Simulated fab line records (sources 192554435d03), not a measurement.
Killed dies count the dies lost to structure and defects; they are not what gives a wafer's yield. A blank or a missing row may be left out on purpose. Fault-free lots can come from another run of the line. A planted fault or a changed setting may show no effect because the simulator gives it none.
The tool behind it: which one?    flow n5Finfet    at 1 step of a route of 1938, 9 lots with 27 wafers sampled

WHAT EACH GAUGE READ, for each wafer
N5_BEOL_M4_RC_MEAS_101.
lot   measured      on         DIBL_N (mV/V)
L469  day 9 19:17   prober-02  40.0 35.2 35.3
L471  day 10 13:10  prober-01  36.8 36.6 37.4
L474  day 11 03:11  prober-01  36.5 34.9 35.6
L484  day 13 19:41  prober-01  36.0 36.1 35.5
L485  day 14 01:10  prober-01  34.8 35.3 35.4
L487  day 14 03:45  prober-02  38.4 35.2 35.5
L488  day 14 09:38  prober-02  36.3 34.6 37.7
L489  day 14 13:03  prober-02  37.0 38.2 36.7
L490  day 15 06:53  prober-02  37.4 37.5 36.9

EACH LOT AND THE TOOL THAT RAN IT (in order: tool; ch and the chambers of the sampled wafers; start)
The record shows no process step preceding these readings.

THE ANSWER, worked out from the rows above alone
Rule: the lots themselves supply what counts as usual. Put in order of their means at a reading, lots are off if they are a third of the lots or fewer, leave a main group of 4 or more, and stand apart from it by a gap of 3 or more times the standard deviation of the main group's means; of several such gaps the widest counts. If all means in a main group match to the digits the tables above print for the reading, that group is not used. A lot without any number at a reading at which 4 lots or more have one is off too. Any other lot the step has rows for is counted as sound.
Across all readings shown, no lot is off: no conclusion can be drawn from this.

WHAT THE SIMULATOR HAD PUT IN
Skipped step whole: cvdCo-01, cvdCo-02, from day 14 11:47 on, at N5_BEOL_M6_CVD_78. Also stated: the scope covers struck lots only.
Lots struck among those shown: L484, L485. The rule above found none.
